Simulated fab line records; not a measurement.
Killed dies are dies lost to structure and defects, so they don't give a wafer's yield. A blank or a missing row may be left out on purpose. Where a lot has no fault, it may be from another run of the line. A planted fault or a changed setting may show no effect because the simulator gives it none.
The tool behind it: which one? || flow nand_harc || Sampling: 7 lots, 21 wafers, 2 of 1302 route steps

== WHAT EACH GAUGE READ, for each wafer ==
NHARC_A_ONON_D1_THK_MEAS_18: measures by ellipsometry.
{"lot": "L319", "measured": "day 8 12:16", "on": "film_metro-02", "thk_nm (nm)": "998 1000 998"}
{"lot": "L321", "measured": "day 9 17:59", "on": "film_metro-02", "thk_nm (nm)": "1007 1007 1008"}
{"lot": "L323", "measured": "day 10 13:51", "on": "film_metro-01", "thk_nm (nm)": "1002 1003 1002"}
{"lot": "L325", "measured": "day 11 04:24", "on": "film_metro-02", "thk_nm (nm)": "1000 1000 998"}
{"lot": "L335", "measured": "day 15 09:06", "on": "film_metro-01", "thk_nm (nm)": "1057 1056 1057"}
{"lot": "L339", "measured": "day 16 17:59", "on": "film_metro-01", "thk_nm (nm)": "994 996 993"}
{"lot": "L340", "measured": "day 17 05:13", "on": "film_metro-02", "thk_nm (nm)": "1005 1003 1004"}

== WHICH TOOL RAN EACH LOT (tool, then ch and the chambers of the sampled wafers, then the start) ==
{"lot": "L319", "NHARC_A_ONON_D1_DEP_16": "pecvd_onon-03 ch 0, day 8 11:52"}
{"lot": "L321", "NHARC_A_ONON_D1_DEP_16": "pecvd_onon-01 ch 0, day 9 17:31"}
{"lot": "L323", "NHARC_A_ONON_D1_DEP_16": "pecvd_onon-02 ch 0, day 10 13:20"}
{"lot": "L325", "NHARC_A_ONON_D1_DEP_16": "pecvd_onon-03 ch 0, day 11 03:53"}
{"lot": "L335", "NHARC_A_ONON_D1_DEP_16": "pecvd_onon-02 ch 0, day 15 08:35"}
{"lot": "L339", "NHARC_A_ONON_D1_DEP_16": "pecvd_onon-03 ch 0, day 16 17:28"}
{"lot": "L340", "NHARC_A_ONON_D1_DEP_16": "pecvd_onon-03 ch 0, day 17 04:42"}
- NHARC_A_ONON_D1_DEP_16: target thk 1000 nm.

== THE ANSWER, worked out from the rows above alone ==
Rule: the lots themselves supply what counts as usual. The widest of any qualifying gaps counts: lots, ordered by their means at a reading, are off when they make up no more than a third of the lots, leave a main group of 4 or more, and stand apart from it by 3 or more times the standard deviation of that group's means. Not used: any main group whose means are identical at the precision the tables above print for the reading. A lot without any number at a reading at which 4 lots or more have one is off too. Where the step has rows for the other lots, those lots are counted as sound.
Off at NHARC_A_ONON_D1_THK_MEAS_18 (thk_nm): L335. The main group has a mean of 1001 nm with a standard deviation of 4.2.
A tool fits if, at a process step before that reading, it ran every lot that is off, and no sound lot after the first of them. Those tools and the gauges at NHARC_A_ONON_D1_THK_MEAS_18 are tried in the same way. One fits: NHARC_A_ONON_D1_DEP_16 on pecvd_onon-02. Its last sound lot is L323 (day 10 13:20), its first lot that is off L335 (day 15 08:35): a fault that began between those two fits.

== WHAT WAS PUT IN BY THE SIMULATOR ==
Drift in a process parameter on pecvd_onon-02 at NHARC_A_ONON_D1_DEP_16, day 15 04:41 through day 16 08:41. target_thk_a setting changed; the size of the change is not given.
Struck lots among those shown: L335. This agrees with what the rule above found.
